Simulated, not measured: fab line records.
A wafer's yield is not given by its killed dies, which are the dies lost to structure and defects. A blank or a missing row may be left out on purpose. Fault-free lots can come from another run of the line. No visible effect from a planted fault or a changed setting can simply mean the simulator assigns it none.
fab line records ; flow nand_harc
record lots=14; wafers=42; last_day=33
route steps=1302 shown A_SOURCE_PLATE@416 A_ONON_D1@425 END@1302
lots with no fault: from the same line, run without faults
start_h: hours from the record's opening day to when the first of the lot's shown wafers began ; wait_h: hours from the lot's prior step to this one ; " same as the row above ; L1.1+2: one row covering several wafers at once ; - either no value or no given start ; * or withheld: withheld ; < > ~ a bound
route shown NAME@n: a module of which the file shows steps, and the number in the route of the first ; usual: average and standard deviation across the fault-free wafers ; same: alike in all rows ; chamber/n: place in a boat ; sites: the reading at each site ; _std_site: standard deviation of those values ; _edge_site: inner sites' mean taken away from outer sites' mean ; radius_mm: for every site, how far away it sits from the centre of the wafer ; mask NAME#n: copy n ; behind: the most recent tool/chamber to have shaped the wafer ; hold: why the lot was held/for how many hours/how that ended ; device: which transistor (n, p or np) failed to switch ; end of line: the route-end tests of the same wafers ; for a step that has no rows: nothing shown but its recipe ; killed: the dies lost at the first sort to structure and to defects; this is not the yield of the wafer ; map: per-die view of a wafer (x killed, . not killed, _ where there is no die)
set.NAME: the setting the step ran with; set.NAME@STEP: the setting that earlier step ran with ; model.NAME: the simulator's own value behind a step, which no gauge read
steps of the route over a sample of lots; a table a step, a row a wafer
services: when a tool's chamber went out of use (start_h, in hours from the record's first day, below 0 if earlier), for how many hours, and the reason
## steps
# step NHARC_A_SOURCE_PLATE_THK_MEAS_09
# recipe thk_meas_gauge=ellipsometry
# usual thk_nm=9.7/1.1
lot.wafer;tool;chamber;start_h;wait_h;thk_nm
L882.1;film_metro-01;-;158.22;0.4;11.1
L882.4;film_metro-01;-;158.22;0.4;10.8
L882.6;film_metro-01;-;158.22;0.4;11.8
L883.1;film_metro-01;-;158.23;0.4;10.2
L883.2;film_metro-01;-;158.23;0.4;8.3
L883.5;film_metro-01;-;158.23;0.4;10.2
L884.1;film_metro-02;-;176.76;0.4;9.3
L884.2;film_metro-02;-;176.76;0.4;12.3
L884.3;film_metro-02;-;176.76;0.4;11.7
L886.2;film_metro-02;-;189.07;0.4;10.5
L886.5;film_metro-02;-;189.07;0.4;9.5
L886.6;film_metro-02;-;189.07;0.4;10.2
L885.1;film_metro-01;-;189.07;0.4;8.5
L885.2;film_metro-01;-;189.07;0.4;9.2
L885.5;film_metro-01;-;189.07;0.4;8.6
L889.2;film_metro-01;-;215.97;0.4;9.3
L889.3;film_metro-01;-;215.97;0.4;9.9
L889.6;film_metro-01;-;215.97;0.4;10.5
L888.3;film_metro-02;-;215.97;0.4;9.8
L888.4;film_metro-02;-;215.97;0.4;10.6
L888.6;film_metro-02;-;215.97;0.4;10.8
L890.1;film_metro-02;-;231.71;0.4;12.1
L890.2;film_metro-02;-;231.71;0.4;8.3
L890.6;film_metro-02;-;231.71;0.4;8.8
L891.1;film_metro-02;-;237.93;0.4;7.9
L891.2;film_metro-02;-;237.93;0.4;9.3
L891.6;film_metro-02;-;237.93;0.4;8.8
L900.1;film_metro-01;-;341.11;0.4;7.7
L900.2;film_metro-01;-;341.11;0.4;9.5
L900.5;film_metro-01;-;341.11;0.4;9.7
L901.1;film_metro-02;-;346.33;0.4;9.3
L901.4;film_metro-02;-;346.33;0.4;10.6
L901.6;film_metro-02;-;346.33;0.4;10.8
L902.1;film_metro-01;-;346.33;0.4;10.1
L902.2;film_metro-01;-;346.33;0.4;9.9
L902.5;film_metro-01;-;346.33;0.4;9.8
L904.2;film_metro-01;-;368.26;0.4;9.9
L904.3;film_metro-01;-;368.26;0.4;11.2
L904.4;film_metro-01;-;368.26;0.4;9.6
L905.1;film_metro-02;-;372.44;0.4;8.6
L905.3;film_metro-02;-;372.44;0.4;10.5
L905.6;film_metro-02;-;372.44;0.4;7.2
# step NHARC_A_ONON_D1_THK_MEAS_02
# recipe thk_meas_gauge=ellipsometry
# usual thk_nm=1000/8.4
lot.wafer;tool;chamber;start_h;wait_h;thk_nm
L882.1;film_metro-02;-;172.98;-;984
L882.4;film_metro-02;-;172.98;-;984
L882.6;film_metro-02;-;172.98;-;986
L883.1;film_metro-02;-;173.01;-;1023
L883.2;film_metro-02;-;173.01;-;1021
L883.5;film_metro-02;-;173.01;-;1022
L884.1;film_metro-01;-;190.48;-;1004
L884.2;film_metro-01;-;190.48;-;1003
L884.3;film_metro-01;-;190.48;-;1004
L885.1;film_metro-02;-;202.18;-;998
L885.2;film_metro-02;-;202.18;-;997
L885.5;film_metro-02;-;202.18;-;998
L886.2;film_metro-01;-;202.19;-;996
L886.5;film_metro-01;-;202.19;-;995
L886.6;film_metro-01;-;202.19;-;996
L889.2;film_metro-01;-;229.09;-;997
L889.3;film_metro-01;-;229.09;-;998
L889.6;film_metro-01;-;229.09;-;999
L888.3;film_metro-02;-;229.12;-;993
L888.4;film_metro-02;-;229.12;-;994
L888.6;film_metro-02;-;229.12;-;991
L890.1;film_metro-02;-;244.86;-;982
L890.2;film_metro-02;-;244.86;-;981
L890.6;film_metro-02;-;244.86;-;983
L891.1;film_metro-02;-;254.66;-;1008
L891.2;film_metro-02;-;254.66;-;1010
L891.6;film_metro-02;-;254.66;-;1009
L900.1;film_metro-02;-;354.34;-;999
L900.2;film_metro-02;-;354.34;-;999
L900.5;film_metro-02;-;354.34;-;1001
L901.1;film_metro-02;-;359.91;-;1000
L901.4;film_metro-02;-;359.91;-;1001
L901.6;film_metro-02;-;359.91;-;998
L902.1;film_metro-01;-;359.96;-;1001
L902.2;film_metro-01;-;359.96;-;1000
L902.5;film_metro-01;-;359.96;-;1002
L904.2;film_metro-01;-;379.46;-;1000
L904.3;film_metro-01;-;379.46;-;999
L904.4;film_metro-01;-;379.46;-;999
L905.1;film_metro-01;-;386.17;-;991
L905.3;film_metro-01;-;386.17;-;991
L905.6;film_metro-01;-;386.17;-;992
# step NHARC_A_ONON_D1_THK_MEAS_08
# recipe thk_meas_gauge=ellipsometry
# usual thk_nm=997/11
lot.wafer;tool;chamber;start_h;wait_h;thk_nm
L882.1;film_metro-01;-;174.10;-;1004
L882.4;film_metro-01;-;174.10;-;1003
L882.6;film_metro-01;-;174.10;-;1004
L883.1;film_metro-02;-;174.14;-;993
L883.2;film_metro-02;-;174.14;-;992
L883.5;film_metro-02;-;174.14;-;994
L884.1;film_metro-01;-;191.61;-;996
L884.2;film_metro-01;-;191.61;-;997
L884.3;film_metro-01;-;191.61;-;996
L885.1;film_metro-01;-;203.31;-;985
L885.2;film_metro-01;-;203.31;-;987
L885.5;film_metro-01;-;203.31;-;985
L886.2;film_metro-01;-;203.32;-;1003
L886.5;film_metro-01;-;203.32;-;1003
L886.6;film_metro-01;-;203.32;-;1002
L889.2;film_metro-02;-;230.50;-;994
L889.3;film_metro-02;-;230.50;-;996
L889.6;film_metro-02;-;230.50;-;995
L888.3;film_metro-01;-;230.57;-;976
L888.4;film_metro-01;-;230.57;-;974
L888.6;film_metro-01;-;230.57;-;975
L890.1;film_metro-01;-;246.00;-;984
L890.2;film_metro-01;-;246.00;-;983
L890.6;film_metro-01;-;246.00;-;983
L891.1;film_metro-02;-;255.79;-;1000
L891.2;film_metro-02;-;255.79;-;1000
L891.6;film_metro-02;-;255.79;-;999
L900.1;film_metro-02;-;355.47;-;1006
L900.2;film_metro-02;-;355.47;-;1008
L900.5;film_metro-02;-;355.47;-;1006
L901.1;film_metro-01;-;361.05;-;995
L901.4;film_metro-01;-;361.05;-;993
L901.6;film_metro-01;-;361.05;-;994
L902.1;film_metro-02;-;361.10;-;993
L902.2;film_metro-02;-;361.10;-;993
L902.5;film_metro-02;-;361.10;-;991
L904.2;film_metro-01;-;380.60;-;1010
L904.3;film_metro-01;-;380.60;-;1010
L904.4;film_metro-01;-;380.60;-;1010
L905.1;film_metro-01;-;387.32;-;998
L905.3;film_metro-01;-;387.32;-;997
L905.6;film_metro-01;-;387.32;-;994
# step NHARC_A_ONON_D1_DEP_12
# recipe target_thk_a=10000; n2_flow_sccm=2750; n2o_flow_sccm=2000; nh3_flow_sccm=500; sih4_flow_sccm=210; temp_c=400
lot.wafer;tool;chamber;start_h;wait_h
L882.1+4+6;pecvd_onon-02;0;174.73;0.1
L883.1+2+5;pecvd_onon-04;0;174.77;0.1
L884.1+2+3;pecvd_onon-04;0;192.23;0.1
L885.1+2+5;pecvd_onon-02;0;203.94;0.1
L886.2+5+6;pecvd_onon-03;0;204.00;0.1
L889.2+3+6;pecvd_onon-04;0;231.17;0.1
L888.3+4+6;pecvd_onon-02;0;231.37;0.2
L890.1+2+6;pecvd_onon-02;0;246.62;0.1
L891.1+2+6;pecvd_onon-04;0;256.41;0.1
L900.1+2+5;pecvd_onon-04;0;356.09;0.1
L901.1+4+6;pecvd_onon-04;0;361.68;0.1
L902.1+2+5;pecvd_onon-03;0;361.72;0.1
L904.2+3+4;pecvd_onon-02;0;381.28;0.1
L905.1+3+6;pecvd_onon-03;0;387.94;0.1
# step NHARC_A_ONON_D1_THK_MEAS_14
# recipe thk_meas_gauge=ellipsometry
# usual thk_nm=1001/13
lot.wafer;tool;chamber;start_h;wait_h;thk_nm
L882.1;film_metro-01;-;175.24;-;999
L882.4;film_metro-01;-;175.24;-;1000
L882.6;film_metro-01;-;175.24;-;999
L883.1;film_metro-02;-;175.28;-;1003
L883.2;film_metro-02;-;175.28;-;1004
L883.5;film_metro-02;-;175.28;-;1005
L884.1;film_metro-01;-;192.74;-;1007
L884.2;film_metro-01;-;192.74;-;1008
L884.3;film_metro-01;-;192.74;-;1008
L885.1;film_metro-02;-;204.45;-;1026
L885.2;film_metro-02;-;204.45;-;1027
L885.5;film_metro-02;-;204.45;-;1026
L886.2;film_metro-01;-;204.46;-;995
L886.5;film_metro-01;-;204.46;-;996
L886.6;film_metro-01;-;204.46;-;995
L889.2;film_metro-01;-;231.62;-;1003
L889.3;film_metro-01;-;231.62;-;1003
L889.6;film_metro-01;-;231.62;-;1004
L888.3;film_metro-01;-;231.76;-;1023
L888.4;film_metro-01;-;231.76;-;1023
L888.6;film_metro-01;-;231.76;-;1023
L890.1;film_metro-01;-;247.12;-;986
L890.2;film_metro-01;-;247.12;-;987
L890.6;film_metro-01;-;247.12;-;985
L891.1;film_metro-02;-;256.92;-;974
L891.2;film_metro-02;-;256.92;-;975
L891.6;film_metro-02;-;256.92;-;974
L900.1;film_metro-02;-;356.60;-;1439
L900.2;film_metro-02;-;356.60;-;1440
L900.5;film_metro-02;-;356.60;-;1016
L901.1;film_metro-02;-;362.20;-;1412
L901.4;film_metro-02;-;362.20;-;987
L901.6;film_metro-02;-;362.20;-;1411
L902.1;film_metro-01;-;362.23;-;1011
L902.2;film_metro-01;-;362.23;-;1012
L902.5;film_metro-01;-;362.23;-;1012
L904.2;film_metro-01;-;381.74;-;1013
L904.3;film_metro-01;-;381.74;-;1010
L904.4;film_metro-01;-;381.74;-;1013
L905.1;film_metro-01;-;388.45;-;999
L905.3;film_metro-01;-;388.45;-;1000
L905.6;film_metro-01;-;388.45;-;999
# step NHARC_END_SORT_01
# recipe temp_c=25
# usual killed_at_array=47/18; killed_at_other=0.9/1.1; killed_at_periphery=4/3.1; killed_dies=52/18; killed_open=3.1/1.5; killed_short=2.4/1.5
# same gross_dies=677
lot.wafer;tool;chamber;start_h;wait_h;killed_at_array;killed_at_other;killed_at_periphery;killed_dies;killed_open;killed_short
L901.1;prober-01;0;750.10;2.5;674;2;1;677;0;2
L901.4;prober-01;0;752.50;3.4;50;0;2;52;3;4
L901.6;prober-01;0;754.10;4.0;675;0;2;677;5;1
L900.1;prober-01;0;763.86;2.5;676;0;1;677;3;1
L900.2;prober-01;0;764.67;2.8;675;1;1;677;2;3
L900.5;prober-01;0;767.08;3.7;56;2;3;61;2;4
# killed by level:class
L901.1 A_ONON_D1:area_dep=630 A_CHANNEL_HOLE_D2:chamber_film_flake=19 A_CHANNEL_HOLE_D1:chamber_film_flake=7 A_STAIRCASE:chamber_film_flake=6 A_WL_FILL:chamber_film_flake=5 A_SLIT:chamber_film_flake=2 A_CONTACT:chamber_film_flake=2 A_M0:chamber_film_flake=2
L901.4 A_CHANNEL_HOLE_D2:chamber_film_flake=14 A_CHANNEL_HOLE_D1:chamber_film_flake=7 A_SLIT:chamber_film_flake=7 A_M0:chamber_film_flake=7 A_WL_FILL:chamber_film_flake=4 A_STAIRCASE:chamber_film_flake=3 P_GATE:geometric_particle:short=1 A_SOURCE_PLATE:geometric_particle:open=1
L901.6 A_ONON_D1:area_dep=618 A_CHANNEL_HOLE_D2:chamber_film_flake=23 A_CHANNEL_HOLE_D1:chamber_film_flake=8 A_STAIRCASE:chamber_film_flake=6 A_SLIT:chamber_film_flake=6 A_M0:chamber_film_flake=5 A_WL_FILL:chamber_film_flake=2 P_M0:geometric_particle:open=1
L900.1 A_ONON_D1:area_dep=611 A_SLIT:chamber_film_flake=23 A_CHANNEL_HOLE_D2:chamber_film_flake=20 A_CONTACT:chamber_film_flake=11 A_CHANNEL_HOLE_D1:chamber_film_flake=3 P_M0:geometric_particle:open=1 A_DECK1_JOINT:geometric_particle:open=1 A_CHANNEL_FILL_D2:geometric_particle:open=1
L900.2 A_ONON_D1:area_dep=611 A_SLIT:chamber_film_flake=21 A_CHANNEL_HOLE_D2:chamber_film_flake=17 A_CHANNEL_HOLE_D1:chamber_film_flake=8 A_CONTACT:chamber_film_flake=8 A_M0:geometric_particle:short=2 A_CHANNEL_FILL_D1:chamber_film_flake=2 A_STAIRCASE:chamber_film_flake=2
L900.5 A_CHANNEL_HOLE_D2:chamber_film_flake=17 A_SLIT:chamber_film_flake=12 A_CHANNEL_HOLE_D1:chamber_film_flake=11 A_CONTACT:chamber_film_flake=4 A_WL_FILL:geometric_particle:short=2 A_STAIRCASE:chamber_film_flake=2 A_SGD_CUT:chamber_film_flake=2 THIN_TSV:chamber_film_flake=2
## services
tool;chamber;start_h;hours;kind
pecvd_onon-02;-;185.06;13.0;pm
pecvd_onon-03;-;227.26;13.0;pm
pecvd_onon-04;-;311.51;13.0;pm
pecvd_onon-02;-;366.06;13.0;pm
## key
first_sign step=NHARC_A_ONON_D1_THK_MEAS_14; reading=thk_nm; direction=up; sigmas=34; usual=1001; struck=1425
effect step=NHARC_END_SORT_01; reading=killed_at_array; direction=up; sigmas=35; usual=47; struck=675
more_kills_born_at NHARC_A_ONON_D1_DEP_12@pecvd_onon-04=2470
met_at NHARC_A_ONON_D1_DEP_12
struck_lots L900,L901
struck_wafers L900.1,L900.2,L901.1,L901.6
later_rows_left_out L900.1,L900.2,L901.1,L901.6
tester_left_out L900,L901
not_acting_at NHARC_A_SOURCE_PLATE_THK_MEAS_09,NHARC_A_ONON_D1_THK_MEAS_02,NHARC_A_ONON_D1_THK_MEAS_08
onset_between 256.41 356.09
fault kind=process_parameter_drift; tool=pecvd_onon-04; chamber=-; onset_h=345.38; steps=NHARC_A_ONON_D1_DEP_12; channel=target_thk_a; offset=*; shape=step; end_h=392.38; scope=struck_wafers_only; acts_in=*; stated=*
# tester_left_out: of these lots the tester's yield and bins aren't shown, on N5 and GAA mostly nor the transistor test; their killed dies are dies lost to structure and defects alone, not to doping, threshold or leakage, so they don't give the yield
# later_rows_left_out: the simulator's readings of these wafers behind a module that went badly wrong aren't trusted and aren't shown, but for the sort
